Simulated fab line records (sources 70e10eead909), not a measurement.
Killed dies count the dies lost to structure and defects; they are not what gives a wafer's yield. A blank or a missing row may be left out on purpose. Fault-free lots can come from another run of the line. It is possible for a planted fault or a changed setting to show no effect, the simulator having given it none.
What tool caused it? / flow nandHarc / 42 wafers from 14 lots sampled at 5 of the route's 1302 steps

## WHAT THE GAUGES READ, wafer by wafer
NHARC_A_BONDPAD_THK_MEAS_30: measures by ellipsometry. Usual: thkNm at 200.0 nm, with a standard deviation of 1.5.
lot=L827; measured=day 24 01:22; on=filmMetro-01; thkNm (nm)=197.7 198.7 198.1; flag=
lot=L829; measured=day 24 08:21; on=filmMetro-02; thkNm (nm)=199.4 200.0 200.6; flag=
lot=L828; measured=day 24 18:37; on=filmMetro-02; thkNm (nm)=199.6 199.3 198.5; flag=
lot=L831; measured=day 25 16:25; on=filmMetro-02; thkNm (nm)=200.8 201.9 199.0; flag=
lot=L832; measured=day 25 23:08; on=filmMetro-02; thkNm (nm)=198.7 201.9 197.1; flag=
lot=L833; measured=day 26 06:49; on=filmMetro-02; thkNm (nm)=198.7 204.5 198.2; flag=
lot=L840; measured=day 29 09:24; on=filmMetro-01; thkNm (nm)=198.0 198.3 197.2; flag=
lot=L841; measured=day 30 06:02; on=filmMetro-02; thkNm (nm)=199.3 200.8 200.4; flag=
lot=L843; measured=day 30 13:08; on=filmMetro-02; thkNm (nm)=202.4 201.9 200.5; flag=
lot=L844; measured=day 30 15:08; on=filmMetro-02; thkNm (nm)=198.0 202.1 200.1; flag=
lot=L845; measured=day 30 21:24; on=filmMetro-01; thkNm (nm)=200.0 200.5 197.5; flag=
lot=L847; measured=day 31 21:32; on=filmMetro-01; thkNm (nm)=199.1 197.8 201.4; flag=
lot=L846; measured=day 31 23:06; on=filmMetro-02; thkNm (nm)=199.3 200.5 202.7; flag=
lot=L848; measured=day 33 03:45; on=filmMetro-02; thkNm (nm)=199.9 198.3 199.5; flag=

NHARC_END_SORT_01. Usual: killedAtArray 56, standard deviation 19; killedAtOther 1.0, standard deviation 1.3; killedAtPeriphery 3.8, standard deviation 2.2; killedDies 61, standard deviation 19; killedOpen 3.1, standard deviation 1.9; killedShort 2.3, standard deviation 1.5.
lot=L831; measured=day 27 00:12; on=prober-01; killedAtArray=176 181 164; killedAtOther=0 1 1; killedAtPeriphery=0 3 0; killedDies=176 185 165; killedOpen=4 5 2; killedShort=2 1 3; flag=OFF
lot=L832; measured=day 27 10:25; on=prober-02; killedAtArray=175 174 172; killedAtOther=0 0 0; killedAtPeriphery=5 4 6; killedDies=180 178 178; killedOpen=2 0 2; killedShort=2 3 1; flag=OFF

## EACH LOT AND THE TOOL THAT RAN IT (in order: tool; ch and the chambers of the sampled wafers; start)
lot=L827; NHARC_A_ONON_D2_DEP_06=pecvdOnon-01 ch 0, day 13 10:35; NHARC_A_BONDPAD_DEGAS_25=pvdSputter-01, day 24 03:05; NHARC_THIN_TSV_ETCH_36=rieMetal-03 ch 0,1, day 24 23:31
lot=L829; NHARC_A_ONON_D2_DEP_06=pecvdOnon-02 ch 0, day 13 23:05; NHARC_A_BONDPAD_DEGAS_25=pvdSputter-03, day 24 10:04; NHARC_THIN_TSV_ETCH_36=rieMetal-02 ch 0,1, day 25 06:30
lot=L828; NHARC_A_ONON_D2_DEP_06=pecvdOnon-01 ch 0, day 13 23:26; NHARC_A_BONDPAD_DEGAS_25=pvdSputter-03, day 24 20:22; NHARC_THIN_TSV_ETCH_36=rieMetal-03 ch 0,1, day 25 17:07
lot=L831; NHARC_A_ONON_D2_DEP_06=pecvdOnon-01 ch 0, day 14 19:08; NHARC_A_BONDPAD_DEGAS_25=pvdSputter-02, day 25 18:00; NHARC_THIN_TSV_ETCH_36=rieMetal-02 ch 0,1, day 26 14:49
lot=L832; NHARC_A_ONON_D2_DEP_06=pecvdOnon-01 ch 0, day 15 06:13; NHARC_A_BONDPAD_DEGAS_25=pvdSputter-01, day 26 00:51; NHARC_THIN_TSV_ETCH_36=rieMetal-02 ch 0,1, day 27 00:13
lot=L833; NHARC_A_ONON_D2_DEP_06=pecvdOnon-02 ch 0, day 15 19:09; NHARC_A_BONDPAD_DEGAS_25=pvdSputter-01, day 26 08:25; NHARC_THIN_TSV_ETCH_36=rieMetal-01 ch 0,1, day 27 05:05
lot=L840; NHARC_A_ONON_D2_DEP_06=pecvdOnon-02 ch 0, day 18 17:14; NHARC_A_BONDPAD_DEGAS_25=pvdSputter-03, day 29 11:07; NHARC_THIN_TSV_ETCH_36=rieMetal-01 ch 0,1, day 30 07:07
lot=L841; NHARC_A_ONON_D2_DEP_06=pecvdOnon-01 ch 0, day 19 03:47; NHARC_A_BONDPAD_DEGAS_25=pvdSputter-02, day 30 07:46; NHARC_THIN_TSV_ETCH_36=rieMetal-01 ch 0,1, day 31 05:24
lot=L843; NHARC_A_ONON_D2_DEP_06=pecvdOnon-04 ch 0, day 19 19:35; NHARC_A_BONDPAD_DEGAS_25=pvdSputter-01, day 30 14:44; NHARC_THIN_TSV_ETCH_36=rieMetal-02 ch 0,1, day 31 11:40
lot=L844; NHARC_A_ONON_D2_DEP_06=pecvdOnon-04 ch 0, day 20 01:57; NHARC_A_BONDPAD_DEGAS_25=pvdSputter-01, day 30 16:52; NHARC_THIN_TSV_ETCH_36=rieMetal-01 ch 0,1, day 31 13:04
lot=L845; NHARC_A_ONON_D2_DEP_06=pecvdOnon-02 ch 0, day 20 21:32; NHARC_A_BONDPAD_DEGAS_25=pvdSputter-01, day 30 23:05; NHARC_THIN_TSV_ETCH_36=rieMetal-03 ch 0,1, day 31 19:29
lot=L847; NHARC_A_ONON_D2_DEP_06=pecvdOnon-04 ch 0, day 21 11:08; NHARC_A_BONDPAD_DEGAS_25=pvdSputter-02, day 31 23:16; NHARC_THIN_TSV_ETCH_36=rieMetal-01 ch 0,1, day 32 19:30
lot=L846; NHARC_A_ONON_D2_DEP_06=pecvdOnon-02 ch 0, day 21 11:22; NHARC_A_BONDPAD_DEGAS_25=pvdSputter-03, day 32 00:55; NHARC_THIN_TSV_ETCH_36=rieMetal-03 ch 1, day 32 21:01
lot=L848; NHARC_A_ONON_D2_DEP_06=pecvdOnon-01 ch 0, day 22 10:28; NHARC_A_BONDPAD_DEGAS_25=pvdSputter-02, day 33 05:28; NHARC_THIN_TSV_ETCH_36=rieMetal-01 ch 0, day 34 03:09
- NHARC_A_ONON_D2_DEP_06: target thk 1000 nm.
- NHARC_A_BONDPAD_DEGAS_25: time 60 s.
- NHARC_THIN_TSV_ETCH_36: etches the open film in Cl2/BCl3, target depth 65 nm, time 18.571 s.

## WHAT THE TOOLS THEMSELVES READ (means of the sampled wafers that have a number; where no wafer has one, the mark that the record gives instead)
NHARC_A_BONDPAD_DEGAS_25. Usual: heaterPowerW at 476 W, with a standard deviation of 46.
lot=L827; tool=pvdSputter-01; heaterPowerW (W)=501; flag=
lot=L829; tool=pvdSputter-03; heaterPowerW (W)=439; flag=
lot=L828; tool=pvdSputter-03; heaterPowerW (W)=469; flag=
lot=L831; tool=pvdSputter-02; heaterPowerW (W)=488; flag=
lot=L832; tool=pvdSputter-01; heaterPowerW (W)=487; flag=
lot=L833; tool=pvdSputter-01; heaterPowerW (W)=475; flag=
lot=L840; tool=pvdSputter-03; heaterPowerW (W)=437; flag=
lot=L841; tool=pvdSputter-02; heaterPowerW (W)=470; flag=
lot=L843; tool=pvdSputter-01; heaterPowerW (W)=431; flag=
lot=L844; tool=pvdSputter-01; heaterPowerW (W)=511; flag=
lot=L845; tool=pvdSputter-01; heaterPowerW (W)=442; flag=
lot=L847; tool=pvdSputter-02; heaterPowerW (W)=477; flag=
lot=L846; tool=pvdSputter-03; heaterPowerW (W)=494; flag=
lot=L848; tool=pvdSputter-02; heaterPowerW (W)=441; flag=

NHARC_THIN_TSV_ETCH_36. Usual: drypumpMotorCurrentA 5.9 A, standard deviation 0.34; oesProductAu 0.999 a.u., standard deviation 0.0089.
lot=L827; tool=rieMetal-03; drypumpMotorCurrentA (A)=5.8; oesProductAu (a.u.)=1.005; flag=
lot=L829; tool=rieMetal-02; drypumpMotorCurrentA (A)=6.2; oesProductAu (a.u.)=0.998; flag=
lot=L828; tool=rieMetal-03; drypumpMotorCurrentA (A)=5.9; oesProductAu (a.u.)=0.999; flag=
lot=L831; tool=rieMetal-02; drypumpMotorCurrentA (A)=5.9; oesProductAu (a.u.)=0.997; flag=
lot=L832; tool=rieMetal-02; drypumpMotorCurrentA (A)=5.9; oesProductAu (a.u.)=0.996; flag=
lot=L833; tool=rieMetal-01; drypumpMotorCurrentA (A)=5.8; oesProductAu (a.u.)=1.006; flag=
lot=L840; tool=rieMetal-01; drypumpMotorCurrentA (A)=5.8; oesProductAu (a.u.)=0.994; flag=
lot=L841; tool=rieMetal-01; drypumpMotorCurrentA (A)=5.8; oesProductAu (a.u.)=0.995; flag=
lot=L843; tool=rieMetal-02; drypumpMotorCurrentA (A)=5.9; oesProductAu (a.u.)=1.008; flag=
lot=L844; tool=rieMetal-01; drypumpMotorCurrentA (A)=5.8; oesProductAu (a.u.)=1.002; flag=
lot=L845; tool=rieMetal-03; drypumpMotorCurrentA (A)=5.8; oesProductAu (a.u.)=0.992; flag=
lot=L847; tool=rieMetal-01; drypumpMotorCurrentA (A)=5.8; oesProductAu (a.u.)=1.000; flag=
lot=L846; tool=rieMetal-03; drypumpMotorCurrentA (A)=6.1; oesProductAu (a.u.)=0.991; flag=
lot=L848; tool=rieMetal-01; drypumpMotorCurrentA (A)=5.8; oesProductAu (a.u.)=0.987; flag=

## THE ANSWER, worked out from the rows above alone
Rule: take the mean of a lot's wafers that have a number; if it is more than 3 standard deviations from the usual mean, the lot is off. Also off: a lot with no number at a reading for which 4 or more lots have one. Any other lot the step has rows for is counted as sound. First the gauges in route order, then the tools' own readings, where a lot's mean is used as printed above. The first step at which some lot is off is used, and at that step the reading that is off furthest; a lot without a number counts as furthest.
Off: L831, L832, at NHARC_END_SORT_01 (killedAtArray). Neither off nor sound, because the step has no rows for them: L827, L829, L828, L833, L840, L841, L843, L844, L845, L847, L846, L848.
A tool fits if, at a process step before that reading, it ran every lot that is off, and no sound lot after the first of them. The gauges at NHARC_END_SORT_01 are tried like those tools. Can't be told from this: 2 tools fit, pecvdOnon-01 at NHARC_A_ONON_D2_DEP_06, rieMetal-02 at NHARC_THIN_TSV_ETCH_36.

## WHAT HAD BEEN PUT IN BY THE SIMULATOR
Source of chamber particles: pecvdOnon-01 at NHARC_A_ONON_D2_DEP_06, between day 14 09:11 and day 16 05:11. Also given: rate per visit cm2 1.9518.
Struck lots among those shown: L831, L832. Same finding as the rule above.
